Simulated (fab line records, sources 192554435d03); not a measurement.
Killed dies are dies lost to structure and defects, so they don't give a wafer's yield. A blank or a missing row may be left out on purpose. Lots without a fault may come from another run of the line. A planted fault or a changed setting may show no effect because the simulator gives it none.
Chamber matching | flow n5_finfet | N5_PMOS_HMC_CHANNEL_EPI_ETCH_32 on rie_diel-02: 4 sister chambers
The step etches BARC in N2/H2, stops on SiO2, target depth 85.8 nm, time 50.3 s. 4 wafers are shown with their chamber, then 8 later ones without.

WAFERS WITH THEIR CHAMBER
wafer  | chamber | showerhead_plenum_p_Torr (Torr)
L084.1 | 3       | 2.66
L084.3 | 1       | 2.42
L087.6 | 2       | 2.39
L090.1 | 0       | 2.65

WAFERS WITHOUT THEIR CHAMBER
wafer  | showerhead_plenum_p_Torr (Torr)
L090.3 | 2.41
L090.5 | 2.66
L091.2 | 2.66
L091.3 | 2.64
L091.4 | 2.66
L093.2 | 2.64
L093.4 | 2.64
L093.6 | 2.41

WHICH CHAMBER EACH WENT THROUGH
wafer  | from the rows above     | in truth
L090.3 | can't be placed: 1 or 2 | 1
L090.5 | can't be placed: 3 or 0 | 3
L091.2 | can't be placed: 3 or 0 | 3
L091.3 | can't be placed: 0 or 3 | 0
L091.4 | can't be placed: 3 or 0 | 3
L093.2 | can't be placed: 0 or 3 | 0
L093.4 | can't be placed: 0 or 3 | 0
L093.6 | can't be placed: 1 or 2 | 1
Placed correctly: 0 of 8. Can't be placed from these rows: 8 (the true chamber is among the candidates in 8). Placed wrongly: 0.
How it was worked out, from the rows above alone: a wafer's distance from a chamber is the root of the sum, over the readings, of the square of ((its reading less the chamber's mean) divided by the reading's scatter). The wafer belongs to the nearest chamber; if the next one is less than 2 further off, it can't be placed. A chamber's mean is the mean of its shown wafers. The scatter: with one shown wafer a chamber, the root of the mean of the squares of how far each hidden wafer lies from its nearest shown one.
